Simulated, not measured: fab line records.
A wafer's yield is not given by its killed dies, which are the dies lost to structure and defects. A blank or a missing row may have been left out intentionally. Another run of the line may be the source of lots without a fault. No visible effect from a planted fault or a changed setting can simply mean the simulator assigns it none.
Which tool is to blame?    flow n5_finfet    Sampling: 7 lots, 21 wafers, 9 of 1938 route steps

## WHAT THE GAUGES READ, wafer by wafer
N5_BEOL_M4_RC_MEAS_101. Usual: DIBL_N 36.0 mV/V, standard deviation 2.5; DIBL_P 36.7 mV/V, standard deviation 3; IOFF_N 0.16 nA/um, standard deviation 0.043; IOFF_P 0.21 nA/um, standard deviation 0.049; ION_N 673 uA/um, standard deviation 15; ION_P 461 uA/um, standard deviation 9.8; SS_N 71.5 mV/dec, standard deviation 0.83; SS_P 73.4 mV/dec, standard deviation 0.83; VT_N 250 mV, standard deviation 4; VT_P -251 mV, standard deviation 4.
lot   measured      on         DIBL_N (mV/V)   DIBL_P (mV/V)   IOFF_N (nA/um)  IOFF_P (nA/um)  ION_N (uA/um)  ION_P (uA/um)  SS_N (mV/dec)   SS_P (mV/dec)   VT_N (mV)    VT_P (mV)       flag
L331  day 7 16:49   prober-02  41.7 36.4 36.7  41.5 34.4 34.5  0.27 0.14 0.15  0.30 0.17 0.18  687 663 664    465 449 449    73.2 71.2 71.7  75.1 73.3 74.0  244 255 255  -247 -257 -255  
L335  day 9 00:22   prober-01  40.5 32.2 38.0  41.9 32.5 39.1  0.23 0.09 0.18  0.29 0.15 0.24  687 647 681    465 452 465    72.0 69.8 71.5  73.8 71.4 73.0  244 258 248  -245 -253 -247  
L336  day 9 07:55   prober-01  34.7 39.3 35.2  36.8 41.9 37.8  0.13 0.24 0.14  0.22 0.32 0.23  668 697 660    469 476 461    71.1 72.0 70.2  74.0 74.6 74.2  250 244 253  -248 -243 -248  
L338  day 10 00:22  prober-01  38.4 35.0 36.9  38.0 35.9 38.2  0.19 0.13 0.16  0.23 0.19 0.23  673 665 664    462 456 460    72.0 71.3 72.0  74.1 73.1 74.3  252 254 252  -251 -253 -250  
L347  day 12 12:56  prober-02  34.9 37.1 37.5  36.0 38.8 39.1  0.14 0.17 0.19  0.22 0.26 0.27  666 672 694    462 469 484    70.3 71.8 71.2  73.1 73.2 73.4  251 248 246  -247 -246 -244  
L349  day 13 00:16  prober-02  33.7 35.5 37.5  35.3 37.1 38.7  0.12 0.15 0.17  0.17 0.19 0.20  674 679 666    458 461 445    71.4 71.3 72.2  72.8 73.7 74.1  255 250 253  -256 -253 -252  
L348  day 13 08:08  prober-02  34.8 31.6 27.6  37.1 33.3 28.4  0.16 0.11 0.07  0.19 0.14 0.11  679 664 649    462 454 455    71.5 70.2 69.4  73.4 72.8 71.7  248 258 258  -252 -256 -257  

N5_BEOL_M7_OCD_MEAS_38. Usual: trench_depth_nm 93.7 nm, standard deviation 1.7.
lot   measured      on      trench_depth_nm (nm)  flag
L331  day 8 17:24   ocd-02  95.7 93.0 94.6        
L335  day 9 23:43   ocd-02  94.3 54.6 55.1        OFF
L336  day 10 09:05  ocd-01  94.8 54.6 95.0        OFF
L338  day 11 02:37  ocd-02  56.2 93.6 91.9        OFF
L347  day 13 16:28  ocd-01  95.1 94.7 94.9        
L349  day 13 23:48  ocd-02  96.8 94.9 94.3        
L348  day 14 12:23  ocd-02  95.6 97.5 94.6        

N5_BEOL_M7_THK_MEAS_53: measures by xrf. Usual: M7_THK typically reads 82.1 nm, with standard deviation 2.
lot   measured      on             M7_THK (nm)     flag
L331  day 8 19:48   film_metro-01  83.1 82.5 85.2  
L335  day 10 02:14  film_metro-02  82.6 43.5 43.5  OFF
L336  day 10 12:50  film_metro-02  84.3 43.6 84.4  OFF
L338  day 11 05:02  film_metro-02  43.4 82.3 81.5  OFF
L347  day 13 19:35  film_metro-02  82.4 85.2 81.1  
L349  day 14 02:25  film_metro-02  86.1 82.8 82.7  
L348  day 14 17:37  film_metro-01  83.4 85.7 83.1  

N5_BEOL_M7_RS_MEAS_57: the measuring method here is four-point-probe. Usual: M7_RS typically reads 0.282 ohm/sq, with standard deviation 0.0078.
lot   measured      on             M7_RS (ohm/sq)     flag
L331  day 8 19:58   film_metro-01  0.278 0.282 0.270  
L335  day 10 02:23  film_metro-01  0.277 0.610 0.609  OFF
L336  day 10 13:14  film_metro-02  0.274 0.610 0.273  OFF
L338  day 11 05:10  film_metro-02  0.610 0.280 0.283  OFF
L347  day 13 19:43  film_metro-02  0.282 0.269 0.284  
L349  day 14 02:33  film_metro-02  0.271 0.282 0.285  
L348  day 14 17:45  film_metro-01  0.276 0.267 0.276  

N5_BEOL_M15_RC_MEAS_101. Usual: COMB_M10 1.43e-11 S/m, standard deviation 2.9e-12; COMB_M11 1.43e-11 S/m, standard deviation 2.9e-12; COMB_M12 6.5e-12 S/m, standard deviation 1.3e-12; COMB_M13 4.9e-12 S/m, standard deviation 1.1e-12; COMB_M14 3.8e-12 S/m, standard deviation 6.9e-13; COMB_M15 2.6e-12 S/m, standard deviation 6.2e-13; COMB_M5 3.5e-11 S/m, standard deviation 7.7e-12; COMB_M6 2.5e-11 S/m, standard deviation 4.4e-12; COMB_M8 2.6e-11 S/m, standard deviation 5.2e-12; COMB_M9 1.46e-11 S/m, standard deviation 2.8e-12; COMB_M9_max_site 2.1e-11 S/m, standard deviation 4.6e-12; SERP_M10 3.08 ohm/um, standard deviation 0.11; SERP_M11 3.01 ohm/um, standard deviation 0.091; SERP_M12 0.637 ohm/um, standard deviation 0.022; SERP_M13 0.306 ohm/um, standard deviation 0.0061; SERP_M14 0.160 ohm/um, standard deviation 0.0056; SERP_M5 38.8 ohm/um, standard deviation 2.2; SERP_M6 13.5 ohm/um, standard deviation 0.65; SERP_M7 13.6 ohm/um, standard deviation 0.67; SERP_M7_max_site 14.1 ohm/um, standard deviation 0.72; SERP_M8 13.5 ohm/um, standard deviation 0.72; SERP_M8_max_site 14.0 ohm/um, standard deviation 0.76; SERP_M9 3.10 ohm/um, standard deviation 0.088.
lot   measured      on         COMB_M10 (S/m)              COMB_M11 (S/m)              COMB_M12 (S/m)           COMB_M13 (S/m)           COMB_M14 (S/m)           COMB_M15 (S/m)           COMB_M5 (S/m)            COMB_M6 (S/m)            COMB_M8 (S/m)            COMB_M9 (S/m)               COMB_M9_max_site (S/m)   SERP_M10 (ohm/um)  SERP_M11 (ohm/um)  SERP_M12 (ohm/um)  SERP_M13 (ohm/um)  SERP_M14 (ohm/um)  SERP_M5 (ohm/um)  SERP_M6 (ohm/um)  SERP_M7 (ohm/um)  SERP_M7_max_site (ohm/um)  SERP_M8 (ohm/um)  SERP_M8_max_site (ohm/um)  SERP_M9 (ohm/um)  flag
L331  day 11 14:20  prober-01  1.24e-11 1.72e-11 1.32e-11  1.81e-11 1.46e-11 1.46e-11  8.2e-12 8.1e-12 4.3e-12  5.3e-12 4.6e-12 4.6e-12  3.5e-12 4.6e-12 3.3e-12  2.3e-12 3.1e-12 2.3e-12  4e-11 2.4e-11 2.4e-11    2.4e-11 2.5e-11 2.3e-11  2.7e-11 3.1e-11 2e-11    1.43e-11 1.32e-11 1.42e-11  1.9e-11 1.8e-11 2.1e-11  3.09 3.07 3.19     3.11 2.98 3.05     0.674 0.642 0.672  0.303 0.308 0.308  0.170 0.159 0.163  40.3 37.5 41.4    14.2 13.5 13.7    13.7 14.3 13.8    13.8 14.6 14.4             14.4 13.7 15.1    14.6 13.9 16.0             3.14 3.13 3.10    
L335  day 12 10:10  prober-02  1.18e-11 1.08e-11 1.3e-11   1.07e-11 2.27e-11 1.17e-11  6.7e-12 7.3e-12 6.7e-12  4.6e-12 4.8e-12 4.9e-12  4e-12 3.3e-12 3.2e-12    3.3e-12 2.4e-12 3e-12    3e-11 3.6e-11 3.4e-11    2.6e-11 2.1e-11 2.7e-11  2.5e-11 2.7e-11 2.8e-11  1.75e-11 1.62e-11 1.5e-11   3.3e-11 2.8e-11 2.3e-11  3.16 3.00 3.10     3.10 3.08 3.06     0.624 0.596 0.637  0.303 0.312 0.303  0.162 0.162 0.157  37.6 39.6 36.2    13.2 14.6 13.7    13.2 29.5 28.1    13.4 30.1 29.7             13.4 14.2 13.7    13.8 14.5 14.1             3.13 3.17 3.23    OFF
L336  day 12 22:12  prober-01  1.6e-11 1.28e-11 1.22e-11   9.7e-12 1.07e-11 1.4e-11    5.4e-12 6.3e-12 7.2e-12  4.2e-12 5.5e-12 6e-12    3.1e-12 3.5e-12 3.1e-12  3.2e-12 2e-12 2.1e-12    3.2e-11 3.5e-11 3.9e-11  2.9e-11 2.3e-11 3.1e-11  2e-11 1.4e-11 1.9e-11    1.15e-11 1.19e-11 1.02e-11  1.6e-11 2.7e-11 1.4e-11  3.15 3.05 3.13     3.12 3.11 3.08     0.655 0.672 0.640  0.313 0.307 0.309  0.162 0.171 0.161  39.5 38.0 39.5    13.6 14.4 12.9    12.9 26.7 13.1    13.2 27.8 13.4             13.0 13.8 14.4    13.3 14.5 15.0             3.06 3.08 3.00    OFF
L338  day 13 22:43  prober-01  1.31e-11 1.1e-11 1.46e-11   1.16e-11 1.48e-11 1.17e-11  5e-12 6.4e-12 7.3e-12    5.5e-12 4.1e-12 3.7e-12  2.6e-12 4.3e-12 3.9e-12  2e-12 2.1e-12 3.3e-12    4.1e-11 5.4e-11 3.8e-11  2.9e-11 2.1e-11 2.7e-11  1.8e-11 1.8e-11 2.2e-11  1.47e-11 2.17e-11 1.2e-11   2.3e-11 2.6e-11 1.7e-11  3.17 3.06 3.09     3.08 3.13 2.99     0.652 0.621 0.642  0.307 0.305 0.310  0.165 0.165 0.162  37.8 38.2 36.9    13.7 13.4 13.3    29.9 14.3 13.8    31.0 14.6 14.4             14.3 12.4 12.3    14.8 13.1 12.7             3.11 3.23 3.05    OFF
L347  day 16 10:20  prober-01  1.61e-11 9.1e-12 1.46e-11   1.37e-11 1.86e-11 1.16e-11  4.7e-12 4.9e-12 4.3e-12  3.9e-12 5.1e-12 4.9e-12  3.5e-12 4.3e-12 3e-12    2e-12 2.1e-12 1.9e-12    2.7e-11 3.3e-11 2.9e-11  2.1e-11 3e-11 2.3e-11    2.4e-11 2.9e-11 2.3e-11  1.42e-11 1.55e-11 1.71e-11  1.7e-11 3.1e-11 2.4e-11  3.28 3.09 3.19     2.94 3.02 2.91     0.632 0.613 0.612  0.311 0.301 0.311  0.162 0.161 0.159  34.8 35.5 37.8    12.7 14.6 13.5    13.1 12.4 13.6    13.4 12.7 13.7             14.9 12.6 14.2    15.5 13.0 14.6             3.03 3.11 3.19    
L349  day 16 19:33  prober-02  1.82e-11 1.26e-11 1.03e-11  1.88e-11 1.41e-11 1.16e-11  6e-12 7.3e-12 7.3e-12    7.1e-12 4.8e-12 5.1e-12  4.9e-12 4.2e-12 4.2e-12  3.4e-12 2.6e-12 1.8e-12  4.6e-11 3.2e-11 2.3e-11  2.3e-11 2.1e-11 1.9e-11  3.4e-11 3.5e-11 3.1e-11  1.28e-11 1.66e-11 1.32e-11  1.7e-11 2.5e-11 2e-11    3.12 3.03 2.81     2.96 2.99 2.83     0.642 0.629 0.641  0.304 0.313 0.308  0.163 0.163 0.163  40.5 38.5 39.0    14.3 14.4 13.8    13.6 13.7 13.6    14.1 14.1 14.3             14.0 12.3 12.0    14.5 12.8 12.5             3.19 3.07 3.00    
L348  day 17 10:47  prober-01  2.02e-11 1.54e-11 1.04e-11  1.59e-11 2.09e-11 1.27e-11  4.9e-12 4.5e-12 4.6e-12  4.7e-12 4.7e-12 4.6e-12  5.2e-12 5.1e-12 4.1e-12  2.2e-12 1.9e-12 2.6e-12  2.4e-11 3.3e-11 2.7e-11  2.2e-11 3e-11 3.2e-11    2.9e-11 2.8e-11 3.2e-11  1.74e-11 1.41e-11 1.31e-11  2.6e-11 2e-11 1.8e-11    3.16 3.18 3.08     3.00 2.98 2.97     0.642 0.628 0.650  0.305 0.306 0.314  0.163 0.158 0.163  38.4 36.0 36.8    12.8 13.5 13.2    13.6 12.7 13.2    14.3 13.1 13.8             12.3 14.1 12.5    12.7 14.8 12.9             3.00 3.04 3.04    

## TOOL THAT RAN EACH LOT (tool first, then ch and the chambers of the sampled wafers, then the start)
lot   N5_BEOL_M7_HM_DEP_02          N5_BEOL_M7_HM_OPEN_17              N5_BEOL_M7_TRENCH_ETCH_37           N5_BEOL_M7_DEP_56
L331  pvd_sputter-01, day 8 14:20   rie_metal-03 ch 0, day 8 15:39     rie_diel-03 ch 0,1, day 8 17:14     pecvd-01 ch 0, day 8 19:52
L335  pvd_sputter-01, day 9 19:56   rie_metal-03 ch 0,1, day 9 21:56   rie_diel-03 ch 1,2,3, day 9 23:33   pecvd-02 ch 0,1, day 10 02:18
L336  pvd_sputter-02, day 10 06:31  rie_metal-03 ch 0,1, day 10 07:16  rie_diel-03 ch 0,1,2, day 10 08:55  pecvd-02 ch 0,1, day 10 12:55
L338  pvd_sputter-02, day 11 00:11  rie_metal-02 ch 0,1, day 11 01:33  rie_diel-03 ch 0,1,2, day 11 02:28  pecvd-02 ch 1,2, day 11 05:06
L347  pvd_sputter-02, day 13 13:58  rie_metal-03 ch 0,1, day 13 14:49  rie_diel-03 ch 2,3, day 13 16:19    pecvd-01 ch 0,1,2, day 13 19:39
L349  pvd_sputter-02, day 13 21:08  rie_metal-03 ch 1, day 13 21:52    rie_diel-03 ch 0,1,2, day 13 23:38  pecvd-02 ch 0,1, day 14 02:29
L348  pvd_sputter-02, day 14 09:15  rie_metal-03 ch 0,1, day 14 09:59  rie_diel-03 ch 0,1,3, day 14 12:14  pecvd-02 ch 0,2, day 14 17:41
- N5_BEOL_M7_HM_DEP_02: deposits TiN, target thk 20 nm.
- N5_BEOL_M7_HM_OPEN_17: chemistry Cl2/BCl3, target TiN, target depth 20 nm, overetch 6 nm.
- N5_BEOL_M7_TRENCH_ETCH_37: etches SiCOH lowk in C4F6/O2, target depth 93.478 nm, time 31.2 s.
- N5_BEOL_M7_DEP_56: deposits SiCN from 3MS/NH3, target thk 10 nm, time 17.5 s.

## AS READ BY THE TOOLS THEMSELVES (means over the sampled wafers that have a number; for cases with no such wafer, the mark the record gives instead)
N5_BEOL_M7_HM_DEP_02. Usual: throttle_valve_pct 29.7 %, standard deviation 1.
lot   tool            throttle_valve_pct (%)  flag
L331  pvd_sputter-01  29.9                    
L335  pvd_sputter-01  30.1                    
L336  pvd_sputter-02  29.9                    
L338  pvd_sputter-02  29.7                    
L347  pvd_sputter-02  28.7                    
L349  pvd_sputter-02  29.3                    
L348  pvd_sputter-02  30.3                    

N5_BEOL_M7_HM_OPEN_17. Usual: drypump_motor_current_A 5.52 A, standard deviation 0.21; he_backside_leak_sccm 3.52 sccm, standard deviation 0.2; oes_product_au 0.68 a.u., standard deviation 0.071; throttle_valve_pct 22.17 %, standard deviation 0.2.
lot   tool          drypump_motor_current_A (A)  he_backside_leak_sccm (sccm)  oes_product_au (a.u.)  throttle_valve_pct (%)  flag
L331  rie_metal-03  5.22                         3.52                          0.70                   22.06                   
L335  rie_metal-03  5.31                         3.71                          0.64                   22.20                   
L336  rie_metal-03  5.31                         3.64                          0.65                   22.21                   
L338  rie_metal-02  5.39                         3.47                          0.75                   22.25                   
L347  rie_metal-03  5.29                         3.53                          0.62                   22.24                   
L349  rie_metal-03  5.47                         3.89                          0.55                   22.50                   
L348  rie_metal-03  5.33                         3.70                          0.62                   22.24                   

N5_BEOL_M7_TRENCH_ETCH_37. Usual: O2_flow_sccm 10.00 sccm, standard deviation 0.031; drypump_motor_current_A 5.7 A, standard deviation 0.46; oes_product_au 0.78 a.u., standard deviation 0.1; rf_vpp_V 668 V, standard deviation 24; showerhead_plenum_p_Torr 2.85 Torr, standard deviation 0.11; throttle_valve_pct 21.01 %, standard deviation 0.27.
lot   tool         O2_flow_sccm (sccm)  drypump_motor_current_A (A)  oes_product_au (a.u.)  rf_vpp_V (V)  showerhead_plenum_p_Torr (Torr)  throttle_valve_pct (%)  flag
L331  rie_diel-03  9.98                 5.7                          0.74                   654           2.80                             21.26                   
L335  rie_diel-03  10.01                5.4                          0.59                   658           2.81                             21.05                   
L336  rie_diel-03  10.02                5.5                          0.66                   650           2.86                             21.29                   
L338  rie_diel-03  10.00                5.6                          0.64                   651           2.86                             21.30                   
L347  rie_diel-03  10.05                5.2                          0.88                   655           2.87                             20.88                   
L349  rie_diel-03  9.98                 5.6                          0.89                   650           2.85                             21.06                   
L348  rie_diel-03  10.00                5.5                          0.81                   660           2.80                             21.09                   

N5_BEOL_M7_DEP_56. Usual: chamber_pressure_Torr 3.000 Torr, standard deviation 0.0071; showerhead_plenum_p_Torr 3.664 Torr, standard deviation 0.014; throttle_valve_pct 9.0 %, standard deviation 0.37.
lot   tool      chamber_pressure_Torr (Torr)  showerhead_plenum_p_Torr (Torr)  throttle_valve_pct (%)  flag
L331  pecvd-01  3.003                         3.649                            8.7                     
L335  pecvd-02  3.003                         3.661                            9.1                     
L336  pecvd-02  2.999                         3.666                            9.1                     
L338  pecvd-02  2.989                         3.673                            8.5                     
L347  pecvd-01  3.006                         3.643                            9.1                     
L349  pecvd-02  3.003                         3.667                            9.1                     
L348  pecvd-02  3.004                         3.672                            9.1                     

## THE ANSWER, worked out from the rows above alone
Rule: take the mean of a lot's wafers that have a number; if it is more than 3 standard deviations from the usual mean, the lot is off. A lot without any number at a reading at which 4 lots or more have one is off too. All remaining lots with rows at the step are treated as sound. The gauges are gone through in route order, then the tools' own readings, and for those a lot's mean is taken as printed above. At the first step where some lot is off, the reading lying furthest off is the one used; lots without a number count as furthest.
Off: L335, L336, L338 (N5_BEOL_M7_OCD_MEAS_38, trench_depth_nm).
If a tool, at a process step before that reading, ran all the lots that are off and no sound lot after the first of them, it fits. Not tried: the gauges at N5_BEOL_M7_OCD_MEAS_38; whatever is off there is also off at N5_BEOL_M7_THK_MEAS_53, on other tools, and gauge error can't account for it. Not one of the candidates tried fits.

## WHAT THE SIMULATOR HAD INSERTED
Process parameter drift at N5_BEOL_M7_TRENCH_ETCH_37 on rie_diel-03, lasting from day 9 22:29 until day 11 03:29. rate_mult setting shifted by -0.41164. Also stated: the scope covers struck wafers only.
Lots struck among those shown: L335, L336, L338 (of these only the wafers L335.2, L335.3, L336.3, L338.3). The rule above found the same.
